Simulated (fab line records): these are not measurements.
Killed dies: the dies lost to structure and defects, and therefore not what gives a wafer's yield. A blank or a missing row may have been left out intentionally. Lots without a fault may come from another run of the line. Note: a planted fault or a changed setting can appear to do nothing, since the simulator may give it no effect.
Split-lot study || flow n5 finfet || 21 wafers read from 7 lots, route of 1938 steps

== THE SPLIT ==
At N5_BEOL_M15_ILD_DEP_00 (deposits SiO2 from TEOS/O2, target thk 1629.3 nm, time 346.1 s), the setting time s was moved away from the recipe's 346.1 s on 9 of the 21 wafers read, by +6.7% to +13.3%. All remaining wafers had this setting at the recipe value.

Between the split and the reading, the file records no step.

== THE READING ==
Values of M15_ILD_THK in nm from N5_BEOL_M15_THK_MEAS_01. A value of 1627 nm with a standard deviation of 22 nm is what fault-free wafers of this fab line usually give.

{"wafer": "L075.1", "tool, chamber at the split": "pecvd-03, 0", "time s as run, s": 392.3, "against the recipe": "+13.3%", "M15_ILD_THK, nm": 1823, "against lot-mates on the recipe": "no lot-mate on the recipe"}
{"wafer": "L075.3", "tool, chamber at the split": "pecvd-03, 2", "time s as run, s": 392.3, "against the recipe": "+13.3%", "M15_ILD_THK, nm": 1836, "against lot-mates on the recipe": "no lot-mate on the recipe"}
{"wafer": "L075.4", "tool, chamber at the split": "pecvd-03, 0", "time s as run, s": 392.3, "against the recipe": "+13.3%", "M15_ILD_THK, nm": 1846, "against lot-mates on the recipe": "no lot-mate on the recipe"}
{"wafer": "L081.1", "tool, chamber at the split": "pecvd-03, 1", "time s as run, s": 369.4, "against the recipe": "+6.7%", "M15_ILD_THK, nm": 1767, "against lot-mates on the recipe": "+133"}
{"wafer": "L081.2", "tool, chamber at the split": "pecvd-03, 2", "time s as run, s": 346.1, "against the recipe": "recipe", "M15_ILD_THK, nm": 1634, "against lot-mates on the recipe": "-"}
{"wafer": "L081.6", "tool, chamber at the split": "pecvd-03, 0", "time s as run, s": 369.4, "against the recipe": "+6.7%", "M15_ILD_THK, nm": 1760, "against lot-mates on the recipe": "+126"}
{"wafer": "L086.3", "tool, chamber at the split": "pecvd-04, 2", "time s as run, s": 346.1, "against the recipe": "recipe", "M15_ILD_THK, nm": 1614, "against lot-mates on the recipe": "-"}
{"wafer": "L086.5", "tool, chamber at the split": "pecvd-04, 1", "time s as run, s": 346.1, "against the recipe": "recipe", "M15_ILD_THK, nm": 1632, "against lot-mates on the recipe": "-"}
{"wafer": "L086.6", "tool, chamber at the split": "pecvd-04, 2", "time s as run, s": 346.1, "against the recipe": "recipe", "M15_ILD_THK, nm": 1619, "against lot-mates on the recipe": "-"}
{"wafer": "L090.1", "tool, chamber at the split": "pecvd-02, 2", "time s as run, s": 372.3, "against the recipe": "+7.6%", "M15_ILD_THK, nm": 1740, "against lot-mates on the recipe": "+126"}
{"wafer": "L090.3", "tool, chamber at the split": "pecvd-02, 1", "time s as run, s": 346.1, "against the recipe": "recipe", "M15_ILD_THK, nm": 1614, "against lot-mates on the recipe": "-"}
{"wafer": "L090.6", "tool, chamber at the split": "pecvd-02, 2", "time s as run, s": 372.3, "against the recipe": "+7.6%", "M15_ILD_THK, nm": 1763, "against lot-mates on the recipe": "+149"}
{"wafer": "L094.1", "tool, chamber at the split": "pecvd-03, 2", "time s as run, s": 392.3, "against the recipe": "+13.3%", "M15_ILD_THK, nm": 1825, "against lot-mates on the recipe": "+201"}
{"wafer": "L094.3", "tool, chamber at the split": "pecvd-03, 1", "time s as run, s": 346.1, "against the recipe": "recipe", "M15_ILD_THK, nm": 1624, "against lot-mates on the recipe": "-"}
{"wafer": "L094.5", "tool, chamber at the split": "pecvd-03, 1", "time s as run, s": 392.3, "against the recipe": "+13.3%", "M15_ILD_THK, nm": 1875, "against lot-mates on the recipe": "+251"}
{"wafer": "L095.1", "tool, chamber at the split": "pecvd-04, 0", "time s as run, s": 346.1, "against the recipe": "recipe", "M15_ILD_THK, nm": 1606, "against lot-mates on the recipe": "-"}
{"wafer": "L095.2", "tool, chamber at the split": "pecvd-04, 2", "time s as run, s": 346.1, "against the recipe": "recipe", "M15_ILD_THK, nm": 1559, "against lot-mates on the recipe": "-"}
{"wafer": "L095.4", "tool, chamber at the split": "pecvd-04, 2", "time s as run, s": 346.1, "against the recipe": "recipe", "M15_ILD_THK, nm": 1580, "against lot-mates on the recipe": "-"}
{"wafer": "L097.3", "tool, chamber at the split": "pecvd-02, 1", "time s as run, s": 346.1, "against the recipe": "recipe", "M15_ILD_THK, nm": 1604, "against lot-mates on the recipe": "-"}
{"wafer": "L097.4", "tool, chamber at the split": "pecvd-02, 1", "time s as run, s": 346.1, "against the recipe": "recipe", "M15_ILD_THK, nm": 1629, "against lot-mates on the recipe": "-"}
{"wafer": "L097.6", "tool, chamber at the split": "pecvd-02, 0", "time s as run, s": 346.1, "against the recipe": "recipe", "M15_ILD_THK, nm": 1643, "against lot-mates on the recipe": "-"}

THE FIT
A straight line over all 21 wafers: M15_ILD_THK changes by +17.4 nm for each +1% of time s; r = +0.97; the points scatter about the line by 24 nm.
The same after taking each lot's own level away (the mean of its wafers on the recipe; 18 wafers): +17.4 nm for each +1%; r = +0.98; scatter 16 nm.
According to that fit, moving time s by its largest amount changes the reading by 2.3e+02 nm.
The lots' own levels span 1581.7 to 1634.0 nm, that is 2.4 times the standard deviation above.
So the lot-to-lot level changes the slope little: the two slopes agree.
Check: for one of the wafers moved furthest among these (+13.3%), held out of the fit, the line's prediction against its lot-mates is +250 nm. Against them it came out at +201 nm.

== THE OTHER SPLITS THESE WAFERS WENT THROUGH ==
Before the reading, these wafers also passed through other splits. Each is held against what the fit with the lots' levels taken away leaves over:
{"other split on the same wafers": "N5_BEOL_M13_TRENCH_ETCH_34 time s", "wafers away from the commonest value": 4, "r with M15_ILD_THK (lot level and that fit taken away)": "+0.10"}
{"other split on the same wafers": "N5_BEOL_M14_DEP_53 time s", "wafers away from the commonest value": 6, "r with M15_ILD_THK (lot level and that fit taken away)": -0.30}

== THE WHOLE CHAIN: every reading that the file lists as answering this split, in the file's order ==
{"step": "N5_BEOL_M15_ILD_DEP_00", "what it does": "deposits SiO2 from TEOS/O2, target thk 1629.3 nm, time 346.1 s", "reading": "SiO2_of_BEOL_M15_ILD_DEP_00.thk nm (the simulator's own value, which no gauge read)", "change (the file's fit)": "+17.6 nm for each +1% of the setting", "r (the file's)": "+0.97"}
{"step": "N5_BEOL_M15_THK_MEAS_01", "what it does": "", "reading": "M15_ILD_THK", "change (the file's fit)": "+17.6 for each +1% of the setting", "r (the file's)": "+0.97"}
{"step": "N5_BEOL_M15_VIA_ETCH_16", "what it does": "etches SiO2 in C4F8/O2/Ar, target depth 1792.2 nm", "reading": "etch.depth nm (the simulator's own value, which no gauge read)", "change (the file's fit)": "+17.6 nm for each +1% of the setting", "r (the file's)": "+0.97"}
{"step": "N5_BEOL_M15_VIA_ETCH_16", "what it does": "etches SiO2 in C4F8/O2/Ar, target depth 1792.2 nm", "reading": "coat_of_BEOL_M15_COAT_04.thk nm (the simulator's own value, which no gauge read)", "change (the file's fit)": "-4.58 nm for each +1% of the setting", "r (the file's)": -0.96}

== THE FILE'S OWN FIT ==
M15_ILD_THK changes by +17.6 nm for each +1% of time s, r = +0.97.
